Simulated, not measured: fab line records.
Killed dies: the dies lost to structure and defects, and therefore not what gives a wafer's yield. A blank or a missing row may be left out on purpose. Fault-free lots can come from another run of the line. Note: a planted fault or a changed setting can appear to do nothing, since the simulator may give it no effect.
Which tool did it?	flow n5-finfet	10 lots with 27 wafers sampled at 5 steps, on a route of 1938 steps

== WHAT THE GAUGES SHOWED, per wafer ==
N5_BEOL_M4_RC_MEAS_101.
lot	measured	on	DIBL_N (mV/V)	DIBL_P (mV/V)	IOFF_N (nA/um)	IOFF_P (nA/um)	ION_N (uA/um)	ION_P (uA/um)	SS_N (mV/dec)	SS_P (mV/dec)	VT_N (mV)	VT_P (mV)
L972	day 8 17:36	prober-01	36.9 34.8 37.4	37.8 34.3 37.7	0.177 0.138 0.188	0.222 0.175 0.220	669 678 690	460 463 466	71.7 70.9 71.8	73.2 73.1 74.0	248.6 253.1 247.8	-249 -252 -250
L974	day 9 03:20	prober-01	37.1 37.3	37.2 37.8	0.180 0.193	0.253 0.267	687 688	474 481	71.6 71.8	73.5 72.7	247.7 245.2	-247 -244
L975	day 9 18:49	prober-02	38.8 35.9	39.8 36.3	0.211 0.160	0.253 0.196	694 677	465 457	72.7 71.2	74.1 73.5	248.9 250.0	-249 -253
L976	day 9 20:58	prober-01	36.2 36.4	36.6 37.0	0.161 0.168	0.244 0.238	670 679	472 470	71.7 71.6	74.0 73.5	248.0 248.6	-245 -246
L983	day 11 17:27	prober-01	36.7 36.7 37.4	37.3 37.1 37.0	0.152 0.151 0.160	0.193 0.202 0.198	677 673 665	458 455 454	72.3 71.3 71.6	73.5 74.2 73.4	249.6 251.6 251.6	-254 -253 -254
L986	day 11 23:09	prober-02	35.3 36.2 36.7	34.9 35.7 36.2	0.123 0.135 0.145	0.158 0.168 0.174	667 672 664	452 452 448	71.6 71.6 71.8	73.2 72.9 72.7	255.3 253.1 252.7	-256 -256 -255
L987	day 12 06:28	prober-02	35.3 36.1 35.7	34.2 35.6 35.5	0.112 0.127 0.127	0.167 0.185 0.185	653 663 666	454 462 462	71.0 71.2 71.4	72.3 73.1 73.3	253.4 254.9 253.7	-255 -252 -252
L988	day 12 14:25	prober-01	36.7 36.8 35.0	38.8 39.0 36.9	0.167 0.173 0.146	0.226 0.231 0.194	666 669 672	463 459 460	72.0 71.6 71.7	74.2 73.8 73.3	249.4 250.7 250.6	-253 -250 -252
L989	day 13 00:58	prober-02	36.2 35.5 36.5	36.9 36.7 37.8	0.150 0.149 0.161	0.209 0.202 0.225	667 673 674	461 465 464	72.2 71.7 72.0	73.3 73.1 73.4	252.9 250.4 252.8	-251 -252 -250
L992	day 13 13:08	prober-01	35.8 34.8 37.9	38.6 37.1 40.1	0.164 0.143 0.199	0.217 0.193 0.236	677 677 686	454 461 458	71.6 70.9 73.0	73.5 73.4 74.4	248.1 252.1 248.2	-249 -250 -249

== WHICH TOOL RAN EACH LOT (tool, then ch and the chambers of the sampled wafers, then the start) ==
lot	N5_FIN_SAQP_HM_DEP_72	N5_FIN_SAQP_RECESS_75	N5_FIN_SAQP_ETCH_57	N5_FIN_SAQP_RECESS_71
L972	pecvd-04 ch 0,1,2, day 2 08:47	vapor-etch-02 ch 0,1, day 2 10:43	rie-diel-02 ch 0,1,3, day 2 12:22	vapor-etch-02 ch 0,1, day 2 13:33
L974	pecvd-02 ch 1,2, day 2 21:43	vapor-etch-01 ch 0,1, day 2 22:58	rie-diel-02 ch 0,1, day 3 00:19	vapor-etch-02 ch 0,1, day 3 01:08
L975	pecvd-04 ch 1,2, day 3 03:00	vapor-etch-02 ch 0, day 3 04:15	rie-diel-02 ch 1,2, day 3 05:36	vapor-etch-02 ch 1, day 3 06:49
L976	pecvd-02 ch 1,2, day 3 08:44	vapor-etch-02 ch 1, day 3 11:02	rie-diel-02 ch 0,3, day 3 12:44	vapor-etch-01 ch 0,1, day 3 13:37
L983	pecvd-02 ch 0,1,2, day 5 04:19	vapor-etch-01 ch 0,1, day 5 05:28	rie-diel-01 ch 0,1,2, day 5 06:55	vapor-etch-01 ch 0, day 5 07:44
L986	pecvd-02 ch 0,1,2, day 5 21:19	vapor-etch-02 ch 0,1, day 5 22:57	rie-diel-02 ch 1,2,3, day 6 00:18	vapor-etch-01 ch 0,1, day 6 01:14
L987	pecvd-02 ch 1,2, day 6 04:02	vapor-etch-01 ch 0,1, day 6 05:25	rie-diel-06 ch 0,2,3, day 6 07:07	vapor-etch-01 ch 0,1, day 6 07:59
L988	pecvd-03 ch 0,1,2, day 6 09:26	vapor-etch-01 ch 0,1, day 6 10:58	rie-diel-02 ch 0,1, day 6 13:00	vapor-etch-02 ch 0,1, day 6 13:52
L989	pecvd-02 ch 0,1, day 6 16:03	vapor-etch-02 ch 0,1, day 6 17:11	rie-diel-06 ch 0,3, day 6 19:19	vapor-etch-01 ch 0,1, day 6 20:09
L992	pecvd-02 ch 0,1, day 7 09:06	vapor-etch-02 ch 0,1, day 7 10:56	rie-diel-02 ch 0,1,3, day 7 12:29	vapor-etch-02 ch 0,1, day 7 13:19
- N5_FIN_SAQP_HM_DEP_72: deposits SiO2 from SiH4/N2O, target thk 12 nm, time 7.2 s.
- N5_FIN_SAQP_RECESS_75: chemistry HF/NH3, target SiO2, target depth 14.4 nm, afs cycles 3, sublimation time 60 s.
- N5_FIN_SAQP_ETCH_57: etches SiNx in CH3F/O2, target depth 32.5 nm, time 46.4 s.
- N5_FIN_SAQP_RECESS_71: chemistry HF/NH3, target SiO2, target depth 3 nm, afs cycles 1, sublimation time 60 s.

== AS READ BY THE TOOLS THEMSELVES (means over the sampled wafers that have a number; for cases with no such wafer, the mark the record gives instead) ==
N5_FIN_SAQP_HM_DEP_72.
lot	tool	heater-power-w (W)	showerhead-plenum-p-Torr (Torr)	showerhead-vpp-V (V)
L972	pecvd-04	812	8.05	1003
L974	pecvd-02	724	8.16	1036
L975	pecvd-04	873	8.07	1004
L976	pecvd-02	676	8.16	1046
L983	pecvd-02	687	8.09	1058
L986	pecvd-02	725	8.08	1056
L987	pecvd-02	726	8.22	1047
L988	pecvd-03	776	8.15	1035
L989	pecvd-02	760	8.07	1071
L992	pecvd-02	798	8.08	1072

N5_FIN_SAQP_RECESS_75.
lot	tool	drypump-motor-current-A (A)
L972	vapor-etch-02	6.2
L974	vapor-etch-01	5.7
L975	vapor-etch-02	6.0
L976	vapor-etch-02	6.3
L983	vapor-etch-01	5.8
L986	vapor-etch-02	6.2
L987	vapor-etch-01	5.8
L988	vapor-etch-01	5.6
L989	vapor-etch-02	6.1
L992	vapor-etch-02	6.1

N5_FIN_SAQP_ETCH_57.
lot	tool	drypump-motor-current-A (A)	etch-rf-on-time-s (s)	oes_ar_750_au (a.u.)	oes_f_703_au (a.u.)	oes_o_777_au (a.u.)	oes-product-au (a.u.)	rf-vpp-V (V)	showerhead-plenum-p-Torr (Torr)	throttle-valve-pct (%)
L972	rie-diel-02	6.0	45.8	0.76	0.76	0.76	0.65	295.5	1.97	16.27
L974	rie-diel-02	6.0	56.6	0.73	0.73	0.73	0.56	293.5	1.98	16.34
L975	rie-diel-02	6.3	56.5	0.79	0.80	0.80	0.61	296.8	2.09	16.23
L976	rie-diel-02	5.7	57.9	0.75	0.76	0.75	0.59	296.1	1.92	16.23
L983	rie-diel-01	5.4	46.6	0.80	0.80	0.79	0.68	295.6	2.04	16.42
L986	rie-diel-02	6.2	45.7	0.77	0.78	0.77	0.65	297.6	2.04	16.24
L987	rie-diel-06	5.8	45.8	0.83	0.83	0.83	0.72	297.3	2.02	16.41
L988	rie-diel-02	5.8	46.9	0.71	0.71	0.71	0.60	294.2	1.95	16.38
L989	rie-diel-06	6.0	46.2	0.88	0.88	0.88	0.76	297.3	1.98	16.22
L992	rie-diel-02	5.9	45.9	0.72	0.73	0.72	0.62	295.6	1.96	16.34

N5_FIN_SAQP_RECESS_71.
lot	tool	drypump-motor-current-A (A)
L972	vapor-etch-02	6.2
L974	vapor-etch-02	6.2
L975	vapor-etch-02	6.3
L976	vapor-etch-01	5.7
L983	vapor-etch-01	5.3
L986	vapor-etch-01	5.8
L987	vapor-etch-01	5.8
L988	vapor-etch-02	6.2
L989	vapor-etch-01	5.8
L992	vapor-etch-02	6.2

== THE ANSWER, worked out from the rows above alone ==
Rule: the lots themselves supply what counts as usual. The widest of any qualifying gaps counts: lots, ordered by their means at a reading, are off when they make up no more than a third of the lots, leave a main group of 4 or more, and stand apart from it by 3 or more times the standard deviation of that group's means. A main group is skipped when, at the precision printed for the reading in the tables above, its means are all equal. Also off: a lot with no number at a reading for which 4 or more lots have one. The other lots that the step has rows for count as sound. After the gauges, taken in route order, come the tools' own readings; for these a lot's mean is taken, as printed above. At the first step where some lot is off, the reading lying furthest off is the one used; lots without a number count as furthest.
Off: L974, L975, L976 (N5_FIN_SAQP_ETCH_57, etch-rf-on-time-s). The main group: mean 46.1 s, standard deviation 0.43.
A tool fits if, at that step or a process step before it, it ran every lot that is off, and no sound lot after the first of them. Of those tried, none fits.

== WHAT WAS PUT IN BY THE SIMULATOR ==
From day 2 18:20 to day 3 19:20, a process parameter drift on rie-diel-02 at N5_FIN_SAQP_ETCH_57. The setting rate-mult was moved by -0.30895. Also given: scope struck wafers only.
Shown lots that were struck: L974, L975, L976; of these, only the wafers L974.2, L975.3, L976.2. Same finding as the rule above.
